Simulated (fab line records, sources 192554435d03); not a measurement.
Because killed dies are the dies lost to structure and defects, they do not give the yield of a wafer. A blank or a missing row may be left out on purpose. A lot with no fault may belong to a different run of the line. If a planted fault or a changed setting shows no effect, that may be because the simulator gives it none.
fab line records + flow n5_finfet
[record]
- lots = 6
- wafers = 18
- last_day = 17
route steps=1938 shown BEOL_M1@812 BEOL_M4@1111 PASSIVATION@1936
lots with no fault: from the same line, run without faults
start_h: start of the lot's first displayed wafer, in hours after the record's first day + wait_h: hours from the lot's prior step to this one + " identical to the entry in the row above + L1.1+2: a row that stands for several wafers + - value missing, or start not given + * or withheld: withheld + < > ~ a bound
route shown NAME@n: a module of which the file shows steps, and the number in the route of the first + usual: mean and standard deviation over wafers with no fault + same: alike in all rows + chamber/n: place in a boat + sites: per-site readings + _std_site: how widely they spread, as a standard deviation + _edge_site: outer sites' mean less inner sites' + radius_mm: for every site, how far away it sits from the centre of the wafer + mask NAME#n: copy n + behind: the last tool/chamber to shape the wafer + hold: reason for holding the lot/hours on hold/outcome of the hold + device: which transistor (n, p or np) failed to switch + end of line: tests of these same wafers at the route's end + a step given without rows: its recipe and nothing more + killed: not the wafer's yield, but the dies lost to structure and defects at the first sort + map: the dies of a wafer, with x for killed, . for not killed, _ for no die there
set.NAME: setting as actually run; set.NAME@STEP: the setting as run at that earlier step + model.NAME: the simulator's own value behind a step, which no gauge read
a table for each step, a row for each wafer; lots at some steps of the route
services: when a tool's chamber went out of use (start_h, in hours from the record's first day, below 0 if earlier), for how many hours, and the reason
[[steps]]
[step N5_BEOL_M1_SURFACE_TREAT_85]
[recipe]
- gas = Ar
- time_s = *
- ion_energy_ev = *
- ion_current_ma_cm2 = 0.5
- pressure_mtorr = *
- ar_flow_sccm = 30
[step N5_BEOL_M1_CVD_47]
[recipe]
- material = Co
- target_thk_a = 30
- temp_c = withheld
- precursor = CCTBA/H2
- pressure_torr = 30
- time_s = 223.8
[step N5_BEOL_M1_SPUTTER_48]
[recipe]
- material = Cu
- target_thk_a = 45
- temp_c = -20
- chamber_pressure_pa = 0.07
- power_w = withheld
- time_s = 8.29
[usual]
- chamber_pressure_pa = 0.06999/0.00013
- susceptor_temp_C = -19.99/0.093
- throttle_valve_pct = 30.5/0.77
| lot.wafer | tool           | chamber | start_h | wait_h | chamber_pressure_pa | susceptor_temp_C | throttle_valve_pct |
|-----------|----------------|---------|---------|--------|---------------------|------------------|--------------------|
| L293.3    | pvd_sputter-01 | -       | 161.29  | 1.7    | 0.06979             | -20.08           | 29.9               |
| L293.5    | "              | -       | "       | "      | 0.06986             | -20.07           | 30.6               |
| L293.6    | "              | -       | "       | "      | 0.06987             | -19.97           | 30.3               |
| L298.1    | pvd_sputter-02 | -       | 172.32  | 0.1    | 0.06983             | -20.00           | 31.0               |
| L298.3    | "              | -       | "       | "      | 0.07016             | -20.03           | 29.7               |
| L298.4    | "              | -       | "       | "      | 0.06983             | -20.02           | 31.2               |
| L301.1    | pvd_sputter-01 | -       | 210.79  | 0.2    | 0.06996             | -19.92           | 30.3               |
| L301.3    | "              | -       | "       | "      | 0.06991             | -20.04           | 29.8               |
| L301.5    | "              | -       | "       | "      | 0.06999             | -20.18           | 29.6               |
| L309.2    | pvd_sputter-02 | -       | 238.97  | 0.3    | 0.06989             | -20.04           | 29.5               |
| L309.3    | "              | -       | "       | "      | 0.07001             | -20.06           | 32.4               |
| L309.6    | "              | -       | "       | "      | 0.07007             | -19.91           | 30.6               |
| L310.2    | pvd_sputter-01 | -       | 243.94  | 1.5    | 0.07033             | -19.92           | 29.7               |
| L310.3    | "              | -       | "       | "      | 0.06992             | -19.97           | 30.3               |
| L310.5    | "              | -       | "       | "      | 0.07009             | -20.09           | 30.5               |
| L312.1    | pvd_sputter-01 | -       | 267.39  | 0.2    | 0.06984             | -19.97           | 29.7               |
| L312.3    | "              | -       | "       | "      | 0.06998             | -20.04           | 29.9               |
| L312.6    | "              | -       | "       | "      | 0.06985             | -20.06           | 30.6               |
[step N5_BEOL_M1_ANNEAL_49]
[recipe]
- temp_c = 400
- time_s = 240
- ambient = vacuum
[step N5_BEOL_M1_SPUTTER_79]
[recipe]
- material = Cu
- target_thk_a = 45
- temp_c = -20
- chamber_pressure_pa = 0.07
- power_w = withheld
- time_s = 8.29
[step N5_BEOL_M1_ANNEAL_80]
[recipe]
- temp_c = 400
- time_s = 240
- ambient = vacuum
[usual]
- heater_power_w = 790/51
- susceptor_temp_C = 399.97/0.22
| lot.wafer | tool           | chamber | start_h | wait_h | heater_power_w | susceptor_temp_C |
|-----------|----------------|---------|---------|--------|----------------|------------------|
| L293.3    | pvd_sputter-01 | -       | 161.59  | 0.0    | 878            | 399.76           |
| L293.5    | "              | -       | "       | "      | 755            | 399.99           |
| L293.6    | "              | -       | "       | "      | 841            | 400.14           |
| L298.1    | pvd_sputter-02 | -       | 172.62  | 0.0    | 701            | 399.91           |
| L298.3    | "              | -       | "       | "      | 720            | 399.90           |
| L298.4    | "              | -       | "       | "      | 849            | 399.75           |
| L301.1    | pvd_sputter-01 | -       | 211.09  | 0.0    | 826            | 399.84           |
| L301.3    | "              | -       | "       | "      | 861            | 400.09           |
| L301.5    | "              | -       | "       | "      | 848            | 400.13           |
| L309.2    | pvd_sputter-02 | -       | 239.27  | 0.0    | 741            | 400.01           |
| L309.3    | "              | -       | "       | "      | 776            | 400.23           |
| L309.6    | "              | -       | "       | "      | 710            | 399.99           |
| L310.2    | pvd_sputter-01 | -       | 244.24  | 0.0    | 832            | 400.18           |
| L310.3    | "              | -       | "       | "      | 746            | 400.04           |
| L310.5    | "              | -       | "       | "      | 848            | 400.07           |
| L312.1    | pvd_sputter-01 | -       | 267.69  | 0.0    | 765            | 400.25           |
| L312.3    | "              | -       | "       | "      | 838            | 400.22           |
| L312.6    | "              | -       | "       | "      | 752            | 399.98           |
[step N5_BEOL_M1_SPUTTER_81]
[recipe]
- material = Cu
- target_thk_a = 45
- temp_c = -20
- chamber_pressure_pa = 0.07
- power_w = withheld
- time_s = 8.29
[usual]
- chamber_pressure_pa = 0.07001/0.00015
- susceptor_temp_C = -20.00/0.11
- throttle_valve_pct = 30.5/0.8
| lot.wafer | tool           | chamber | start_h | wait_h | chamber_pressure_pa | susceptor_temp_C | throttle_valve_pct |
|-----------|----------------|---------|---------|--------|---------------------|------------------|--------------------|
| L293.3    | pvd_sputter-01 | -       | 161.73  | 0.1    | 0.07006             | -19.74           | 29.7               |
| L293.5    | "              | -       | "       | "      | 0.06988             | -19.97           | 30.4               |
| L293.6    | "              | -       | "       | "      | 0.06995             | -19.92           | 30.3               |
| L298.1    | pvd_sputter-02 | -       | 172.76  | 0.1    | 0.07013             | -20.12           | 30.8               |
| L298.3    | "              | -       | "       | "      | 0.07011             | -20.15           | 29.9               |
| L298.4    | "              | -       | "       | "      | 0.0697              | -20.06           | 31.3               |
| L301.1    | pvd_sputter-01 | -       | 211.23  | 0.1    | 0.07018             | -19.97           | 30.3               |
| L301.3    | "              | -       | "       | "      | 0.07015             | -20.04           | 29.6               |
| L301.5    | "              | -       | "       | "      | 0.06987             | -20.09           | 29.7               |
| L309.2    | pvd_sputter-02 | -       | 239.41  | 0.1    | 0.06984             | -20.01           | 29.5               |
| L309.3    | "              | -       | "       | "      | 0.07003             | -19.93           | 32.3               |
| L309.6    | "              | -       | "       | "      | 0.07001             | -19.96           | 30.7               |
| L310.2    | pvd_sputter-01 | -       | 244.38  | 0.1    | 0.07011             | -20.00           | 29.9               |
| L310.3    | "              | -       | "       | "      | 0.06983             | -19.87           | 30.4               |
| L310.5    | "              | -       | "       | "      | 0.06977             | -19.91           | 30.4               |
| L312.1    | pvd_sputter-01 | -       | 267.83  | 0.1    | 0.06995             | -20.24           | 29.9               |
| L312.3    | "              | -       | "       | "      | 0.07027             | -20.12           | 29.9               |
| L312.6    | "              | -       | "       | "      | 0.06998             | -19.95           | 30.8               |
[step N5_BEOL_M1_ANNEAL_82]
[recipe]
- temp_c = 400
- time_s = 240
- ambient = vacuum
[step N5_BEOL_M1_SPUTTER_86]
[recipe]
- material = Cu
- target_thk_a = 45
- temp_c = -20
- chamber_pressure_pa = 0.07
- power_w = withheld
- time_s = 8.29
[step N5_BEOL_M1_ANNEAL_87]
[recipe]
- temp_c = 400
- time_s = 240
- ambient = vacuum
[step N5_BEOL_M1_SPUTTER_88]
[recipe]
- material = Cu
- target_thk_a = 45
- temp_c = -20
- chamber_pressure_pa = 0.07
- power_w = withheld
- time_s = 8.29
[usual]
- chamber_pressure_pa = 0.07/0.00015
- susceptor_temp_C = -20.01/0.1
- throttle_valve_pct = 30.5/0.8
| lot.wafer | tool           | chamber | start_h | wait_h | chamber_pressure_pa | susceptor_temp_C | throttle_valve_pct |
|-----------|----------------|---------|---------|--------|---------------------|------------------|--------------------|
| L293.3    | pvd_sputter-01 | -       | 162.17  | 0.1    | 0.07                | -20.01           | 29.7               |
| L293.5    | "              | -       | "       | "      | 0.06992             | -20.14           | 30.6               |
| L293.6    | "              | -       | "       | "      | 0.07013             | -20.00           | 30.4               |
| L298.1    | pvd_sputter-02 | -       | 173.20  | 0.1    | 0.07006             | -19.99           | 30.5               |
| L298.3    | "              | -       | "       | "      | 0.06979             | -20.04           | 29.4               |
| L298.4    | "              | -       | "       | "      | 0.06976             | -19.97           | 31.4               |
| L301.1    | pvd_sputter-01 | -       | 211.67  | 0.1    | 0.0702              | -19.98           | 30.4               |
| L301.3    | "              | -       | "       | "      | 0.0699              | -19.96           | 29.5               |
| L301.5    | "              | -       | "       | "      | 0.06978             | -20.05           | 29.7               |
| L309.2    | pvd_sputter-02 | -       | 239.85  | 0.1    | 0.06998             | -19.88           | 29.8               |
| L309.3    | "              | -       | "       | "      | 0.0699              | -20.05           | 32.5               |
| L309.6    | "              | -       | "       | "      | 0.07024             | -19.95           | 30.5               |
| L310.2    | pvd_sputter-01 | -       | 244.82  | 0.1    | 0.06998             | -20.17           | 29.4               |
| L310.3    | "              | -       | "       | "      | 0.06981             | -20.01           | 30.5               |
| L310.5    | "              | -       | "       | "      | 0.07019             | -19.98           | 30.1               |
| L312.1    | pvd_sputter-01 | -       | 268.27  | 0.1    | 0.07018             | -20.22           | 29.6               |
| L312.3    | "              | -       | "       | "      | 0.06991             | -20.07           | 29.8               |
| L312.6    | "              | -       | "       | "      | 0.06993             | -19.97           | 30.5               |
[step N5_BEOL_M1_ANNEAL_89]
[recipe]
- temp_c = 400
- time_s = 240
- ambient = vacuum
[usual]
- heater_power_w = 792/50
- susceptor_temp_C = 400.01/0.22
| lot.wafer | tool           | chamber | start_h | wait_h | heater_power_w | susceptor_temp_C |
|-----------|----------------|---------|---------|--------|----------------|------------------|
| L293.3    | pvd_sputter-01 | -       | 162.25  | 0.0    | 861            | 400.32           |
| L293.5    | "              | -       | "       | "      | 743            | 400.02           |
| L293.6    | "              | -       | "       | "      | 845            | 400.16           |
| L298.1    | pvd_sputter-02 | -       | 173.28  | 0.0    | 699            | 400.03           |
| L298.3    | "              | -       | "       | "      | 745            | 400.17           |
| L298.4    | "              | -       | "       | "      | 873            | 400.16           |
| L301.1    | pvd_sputter-01 | -       | 211.75  | 0.0    | 813            | 399.92           |
| L301.3    | "              | -       | "       | "      | 848            | 399.50           |
| L301.5    | "              | -       | "       | "      | 848            | 399.86           |
| L309.2    | pvd_sputter-02 | -       | 239.93  | 0.0    | 713            | 399.81           |
| L309.3    | "              | -       | "       | "      | 749            | 399.59           |
| L309.6    | "              | -       | "       | "      | 703            | 399.80           |
| L310.2    | pvd_sputter-01 | -       | 244.90  | 0.0    | 854            | 399.65           |
| L310.3    | "              | -       | "       | "      | 765            | 400.18           |
| L310.5    | "              | -       | "       | "      | 854            | 400.11           |
| L312.1    | pvd_sputter-01 | -       | 268.35  | 0.0    | 754            | 400.14           |
| L312.3    | "              | -       | "       | "      | 855            | 400.00           |
| L312.6    | "              | -       | "       | "      | 754            | 399.80           |
[step N5_BEOL_M1_SPUTTER_90]
[recipe]
- material = Cu
- target_thk_a = 45
- temp_c = -20
- chamber_pressure_pa = 0.07
- power_w = withheld
- time_s = 8.29
[usual]
- chamber_pressure_pa = 0.06999/0.00014
- susceptor_temp_C = -19.99/0.11
- throttle_valve_pct = 30.5/0.8
| lot.wafer | tool           | chamber | start_h | wait_h | chamber_pressure_pa | susceptor_temp_C | throttle_valve_pct |
|-----------|----------------|---------|---------|--------|---------------------|------------------|--------------------|
| L293.3    | pvd_sputter-01 | -       | 162.39  | 0.1    | 0.07019             | -19.85           | 29.8               |
| L293.5    | "              | -       | "       | "      | 0.06991             | -19.89           | 30.4               |
| L293.6    | "              | -       | "       | "      | 0.06984             | -19.98           | 30.1               |
| L298.1    | pvd_sputter-02 | -       | 173.42  | 0.1    | 0.06986             | -20.01           | 30.8               |
| L298.3    | "              | -       | "       | "      | 0.0698              | -20.04           | 29.6               |
| L298.4    | "              | -       | "       | "      | 0.07002             | -19.91           | 31.4               |
| L301.1    | pvd_sputter-01 | -       | 211.89  | 0.1    | 0.07014             | -19.80           | 30.2               |
| L301.3    | "              | -       | "       | "      | 0.06991             | -20.09           | 29.8               |
| L301.5    | "              | -       | "       | "      | 0.07004             | -20.04           | 29.5               |
| L309.2    | pvd_sputter-02 | -       | 240.07  | 0.1    | 0.07013             | -20.24           | 29.5               |
| L309.3    | "              | -       | "       | "      | 0.06989             | -20.09           | 32.6               |
| L309.6    | "              | -       | "       | "      | 0.06996             | -20.00           | 30.6               |
| L310.2    | pvd_sputter-01 | -       | 245.04  | 0.1    | 0.08857             | -19.88           | 26.6               |
| L310.3    | "              | -       | "       | "      | 0.08841             | -20.14           | 27.1               |
| L310.5    | "              | -       | "       | "      | 0.08866             | -20.03           | 26.7               |
| L312.1    | pvd_sputter-01 | -       | 268.49  | 0.1    | 0.08875             | -19.92           | 26.4               |
| L312.3    | "              | -       | "       | "      | 0.08856             | -20.06           | 26.3               |
| L312.6    | "              | -       | "       | "      | 0.0886              | -19.95           | 27.0               |
[step N5_BEOL_M1_ANNEAL_91]
[recipe]
- temp_c = 400
- time_s = 240
- ambient = vacuum
[step N5_BEOL_M4_RC_MEAS_101]
[usual]
- DIBL_N = 36.0/1.7
- DIBL_P = 36.2/2.3
- IOFF_N = 0.16/0.03
- IOFF_P = 0.21/0.036
- ION_N = 679/11
- ION_P = 465/7.1
- SS_N = 71.4/0.58
- SS_P = 73.3/0.75
- VT_N = 249/3.1
- VT_P = -251/3.5
| lot.wafer | tool      | chamber | start_h | wait_h | DIBL_N[mV/V] | DIBL_P[mV/V] | IOFF_N[nA/um] | IOFF_P[nA/um] | ION_N[uA/um] | ION_P[uA/um] | SS_N[mV/dec] | SS_P[mV/dec] | VT_N[mV] | VT_P[mV] |
|-----------|-----------|---------|---------|--------|--------------|--------------|---------------|---------------|--------------|--------------|--------------|--------------|----------|----------|
| L293.3    | prober-01 | 0       | 195.94  | 0.3    | 33.1         | 30.3         | 0.10          | 0.15          | 656          | 463          | 70.5         | 71.9         | 254      | -254     |
| L293.5    | "         | 0       | "       | "      | 38.0         | 36.2         | 0.16          | 0.23          | 684          | 469          | 71.3         | 73.3         | 249      | -249     |
| L293.6    | "         | 0       | "       | "      | 34.3         | 31.9         | 0.12          | 0.17          | 664          | 458          | 70.4         | 72.6         | 250      | -251     |
| L298.1    | prober-01 | 0       | 213.86  | 0.0    | 34.8         | 34.9         | 0.14          | 0.20          | 669          | 459          | 71.5         | 72.7         | 249      | -251     |
| L298.3    | "         | 0       | "       | "      | 35.4         | 35.2         | 0.14          | 0.19          | 661          | 452          | 71.6         | 74.3         | 251      | -252     |
| L298.4    | "         | 0       | "       | "      | 35.2         | 35.1         | 0.15          | 0.20          | 678          | 460          | 71.5         | 72.7         | 248      | -251     |
| L301.1    | prober-02 | 0       | 251.13  | 0.0    | 35.7         | 36.0         | 0.16          | 0.22          | 681          | 470          | 70.8         | 73.1         | 251      | -248     |
| L301.3    | "         | 0       | "       | "      | 37.0         | 37.3         | 0.17          | 0.25          | 682          | 467          | 70.8         | 73.5         | 246      | -246     |
| L301.5    | "         | 0       | "       | "      | 35.4         | 35.4         | 0.14          | 0.21          | 662          | 467          | 71.4         | 73.1         | 253      | -249     |
| L309.2    | prober-02 | 0       | 280.38  | 0.2    | 33.9         | 34.4         | 0.11          | 0.18          | 665          | 461          | 70.8         | 72.9         | 252      | -251     |
| L309.3    | "         | 0       | "       | "      | 38.7         | 39.9         | 0.19          | 0.25          | 700          | 474          | 72.0         | 74.0         | 248      | -247     |
| L309.6    | "         | 0       | "       | "      | 34.8         | 34.9         | 0.13          | 0.17          | 672          | 462          | 70.9         | 72.3         | 253      | -253     |
| L310.2    | prober-02 | 0       | 283.71  | 0.2    | 34.5         | 35.4         | 0.15          | 0.16          | 683          | 457          | 71.2         | 73.1         | 249      | -252     |
| L310.3    | "         | 0       | "       | "      | 35.6         | 37.1         | 0.16          | 0.19          | 682          | 464          | 72.0         | 73.0         | 247      | -252     |
| L310.5    | "         | 0       | "       | "      | 36.7         | 39.0         | 0.19          | 0.22          | 686          | 468          | 72.2         | 74.2         | 245      | -251     |
| L312.1    | prober-01 | 0       | 313.62  | 0.0    | 38.6         | 37.5         | 0.18          | 0.24          | 684          | 469          | 71.9         | 73.9         | 246      | -247     |
| L312.3    | "         | 0       | "       | "      | 37.3         | 36.1         | 0.18          | 0.21          | 706          | 474          | 71.2         | 73.2         | 247      | -251     |
| L312.6    | "         | 0       | "       | "      | 36.4         | 35.1         | 0.15          | 0.20          | 687          | 461          | 70.8         | 73.6         | 247      | -250     |
[step N5_PASSIVATION_PROBE_49]
[usual]
- defect_limited_yield = 91.3/1.5
- killed_at_M0_to_M3 = 31/11
- killed_at_M4_up = 14/5.1
- killed_at_contacts = 12/5.6
- killed_at_front_end = 42/12
- killed_at_other = 3.8/2.9
- killed_dies = 103/18
- killed_open = 67/14
- killed_short = 33/8
- sort_bin_5_function = 5.1/1
- sort_bin_6_memory = 3.2/0.75
- sort_n_pass = 1077/18
- sort_yield_pct = 91.3/1.5
[same]
- gross_dies = 1180
- killed_at_back_side = 0
- sort_bin_4_leakage[%] = 0
- sort_bin_8_speed[%] = 0
| lot.wafer | tool      | chamber | start_h | wait_h | defect_limited_yield[%] | killed_at_M0_to_M3 | killed_at_M4_up | killed_at_contacts | killed_at_front_end | killed_at_other | killed_dies | killed_open | killed_short | sort_bin_5_function[%] | sort_bin_6_memory[%] | sort_n_pass | sort_yield_pct[%] |
|-----------|-----------|---------|---------|--------|-------------------------|--------------------|-----------------|--------------------|---------------------|-----------------|-------------|-------------|--------------|------------------------|----------------------|-------------|-------------------|
| L293.3    | prober-01 | -       | 306.32  | 0.1    | 92.4                    | 29                 | 6               | 5                  | 40                  | 10              | 90          | 54          | 36           | 4.3                    | 3.1                  | 1090        | 92.4              |
| L293.5    | prober-01 | -       | 306.42  | 0.2    | 92.5                    | 25                 | 14              | 10                 | 33                  | 6               | 88          | 53          | 32           | 4.5                    | 2.5                  | 1092        | 92.5              |
| L293.6    | prober-01 | -       | 306.47  | 0.3    | 92.6                    | 23                 | 10              | 3                  | 46                  | 5               | 87          | 53          | 32           | 4.1                    | 2.7                  | 1093        | 92.6              |
| L301.1    | prober-02 | -       | 367.91  | 0.0    | 90.7                    | 25                 | 14              | 15                 | 55                  | 1               | 110         | 65          | 45           | 5.4                    | 3.6                  | 1070        | 90.7              |
| L301.3    | prober-02 | -       | 368.01  | 0.1    | 93.2                    | 26                 | 13              | 18                 | 21                  | 2               | 80          | 58          | 20           | 4.6                    | 2.0                  | 1100        | 93.2              |
| L301.5    | prober-02 | -       | 368.11  | 0.2    | 91.9                    | 35                 | 11              | 12                 | 33                  | 5               | 96          | 76          | 20           | 4.7                    | 3.1                  | 1084        | 91.9              |
| L310.2    | prober-02 | -       | 385.94  | 0.1    | 92.2                    | 32                 | 14              | 9                  | 30                  | 7               | 92          | 57          | 34           | 4.5                    | 2.9                  | 1088        | 92.2              |
| L310.3    | prober-02 | -       | 385.99  | 0.1    | 92.0                    | 20                 | 12              | 8                  | 50                  | 4               | 94          | 54          | 29           | 4.5                    | 2.5                  | 1086        | 92.0              |
| L310.5    | prober-02 | -       | 386.09  | 0.2    | 92.7                    | 23                 | 10              | 11                 | 33                  | 9               | 86          | 52          | 33           | 3.9                    | 3.2                  | 1094        | 92.7              |
// killed by level:class
L293.3 FIN_SAQP:geometric_particle:short=9 BEOL_M0_SAQP:geometric_particle:short=8 FIN_SAQP:geometric_particle:open=7 BEOL_M3:geometric_particle:open=7 STI_FIN_REVEAL:geometric_particle:open=6 DUMMY_GATE:geometric_particle:open=6 BEOL_M2:geometric_particle:open=5 MOL_CONTACT_COAG:geometric_particle:open=4
L293.5 FIN_SAQP:geometric_particle:open=8 GATE_CUT:geometric_particle:short=6 MOL_CONTACT_COAG:geometric_particle:open=6 BEOL_M0_SAQP:geometric_particle:short=6 BEOL_M5:geometric_particle:open=6 STI_FIN_REVEAL:geometric_particle:open=5 BEOL_M0:geometric_particle:open=5 FIN_SAQP:geometric_particle:short=4
L293.6 FIN_SAQP:geometric_particle:open=12 FIN_SAQP:geometric_particle:short=10 STI_FIN_REVEAL:geometric_particle:open=10 BEOL_M2:geometric_particle:open=8 DUMMY_GATE:geometric_particle:open=4 BEOL_M0_SAQP:geometric_particle:open=4 STARTING-WAFER:geometric_particle:short=4 STI_FIN_REVEAL:geometric_particle:short=3
L301.1 FIN_SAQP:geometric_particle:open=17 FIN_SAQP:geometric_particle:short=16 MOL_CONTACT_COAG:geometric_particle:open=10 BEOL_M0_SAQP:geometric_particle:short=7 MOL_CONTACT_COAG:geometric_particle:short=5 BEOL_M0_SAQP:geometric_particle:open=5 DUMMY_GATE:geometric_particle:open=4 BEOL_M3:geometric_particle:open=4
L301.3 MOL_CONTACT_COAG:geometric_particle:open=13 FIN_SAQP:geometric_particle:open=9 BEOL_M0_SAQP:geometric_particle:open=6 BEOL_M1:geometric_particle:open=6 BEOL_M4:geometric_particle:open=5 MOL_CONTACT_COAG:geometric_particle:short=5 BEOL_M0:geometric_particle:open=5 BEOL_M0_SAQP:geometric_particle:short=3
L301.5 MOL_CONTACT_COAG:geometric_particle:open=9 BEOL_M1:geometric_particle:open=9 FIN_SAQP:geometric_particle:open=7 DUMMY_GATE:geometric_particle:open=7 BEOL_M0_SAQP:geometric_particle:open=7 STI_FIN_REVEAL:geometric_particle:open=6 BEOL_M0:geometric_particle:open=5 BEOL_M3:geometric_particle:open=4
L310.2 STI_FIN_REVEAL:geometric_particle:open=16 BEOL_M0_SAQP:geometric_particle:short=10 MOL_CONTACT_COAG:geometric_particle:open=8 BEOL_M0:geometric_particle:open=8 BEOL_M4:geometric_particle:open=6 BEOL_M4:geometric_particle:short=5 BEOL_M0_SAQP:geometric_particle:open=4 MIM_TOP_ETCH:geometric_particle:short=4
L310.3 HKMG_FIN:area_etch=10 STI_FIN_REVEAL:geometric_particle:open=9 ILD0:geometric_particle:open=5 ILD0:geometric_particle:short=5 MOL_CONTACT_COAG:geometric_particle:open=5 BEOL_M4:geometric_particle:open=5 DUMMY_GATE:geometric_particle:open=4 GATE_CUT:geometric_particle:short=4
L310.5 STI_FIN_REVEAL:geometric_particle:open=9 MOL_CONTACT_COAG:geometric_particle:open=7 BEOL_M0_SAQP:geometric_particle:open=6 BEOL_M1:geometric_particle:short=6 GATE_CUT:geometric_particle:open=5 MOL_CONTACT_COAG:geometric_particle:short=4 MIM_TOP_ETCH:geometric_particle:short=4 SPACER0:geometric_particle:open=3
[[services]]
| tool           | chamber | start_h | hours | kind   |
|----------------|---------|---------|-------|--------|
| pvd_sputter-02 | -       | 140.26  | 0.6   | repair |
[[key]]
[first_sign]
- step = N5_BEOL_M1_SPUTTER_90
- reading = chamber_pressure_pa
- direction = up
- sigmas = 99+
- usual = 0.06999
- struck = 0.08859
[effect]
- step = N5_BEOL_M1_SPUTTER_90
- reading = throttle_valve_pct
- direction = down
- sigmas = 4.8
- usual = *
- struck = *
met_at N5_BEOL_M1_SPUTTER_90
struck_wafers L310.2,L310.3,L310.5,L312.1,L312.3,L312.6
[baseline_loss]
- step = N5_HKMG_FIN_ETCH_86
- wafers = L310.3
onset_between 211.89 245.04
[fault]
- kind = process_parameter_drift
- tool = pvd_sputter-01
- chamber = -
- onset_h = 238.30
- steps = N5_BEOL_M1_SPUTTER_90
- channel = chamber_pressure_pa
- offset = 0.018681
- shape = step
- end_h = 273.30
- acts_in = these_recipes_only
- stated = 0.07
// baseline_loss: these wafers lose ten dies or more at that step, a loss of the line's own and not of a fault; the sort's usual values leave them out
